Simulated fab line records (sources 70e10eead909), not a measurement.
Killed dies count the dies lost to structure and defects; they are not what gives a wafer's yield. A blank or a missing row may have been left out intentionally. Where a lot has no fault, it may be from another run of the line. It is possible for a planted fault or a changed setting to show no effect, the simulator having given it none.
Matching of chambers    flow nand harc    4 sister chambers for NHARC_A_CONTACT_CMP_20 on cmp-02
The step polishes, t overpolish 30 s, target thk 300 nm. 4 wafers are shown with their chamber, then 8 later ones without.

WAFERS, EACH WITH ITS CHAMBER
wafer   chamber  motor current A (A)
L480.1  1        12.4
L480.2  0        14.2
L479.5  2        13.7
L481.2  3        11.6

WAFERS WITH NO CHAMBER GIVEN
wafer   motor current A (A)
L481.4  14.3
L481.5  13.5
L483.3  11.6
L483.5  12.7
L483.6  14.2
L485.3  14.2
L485.4  11.7
L485.5  14.0

WHICH CHAMBER EACH WENT THROUGH
wafer    from the rows above       in truth
L481.4   0                         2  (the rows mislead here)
L481.5   2                         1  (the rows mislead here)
L483.3   3                         3
L483.5   1                         1
L483.6   0                         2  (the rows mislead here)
L485.3   0                         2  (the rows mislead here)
L485.4   3                         3
L485.5   can't be placed: 0 or 2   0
3 of 8 placed correctly. Cannot be placed on the basis of these rows: 1; the candidates contain the true chamber in 1. Placed wrongly: 4.
How it was worked out, from the rows above alone: a wafer's distance from a chamber is the root of the sum, over the readings, of the square of ((its reading less the chamber's mean) divided by the reading's scatter). The wafer belongs to the nearest chamber; if the next one is less than 2 further off, it can't be placed. Each chamber's mean is taken over the wafers shown for it. The scatter: root of mean squared gap, hidden wafer to nearest shown wafer, with one shown wafer a chamber.
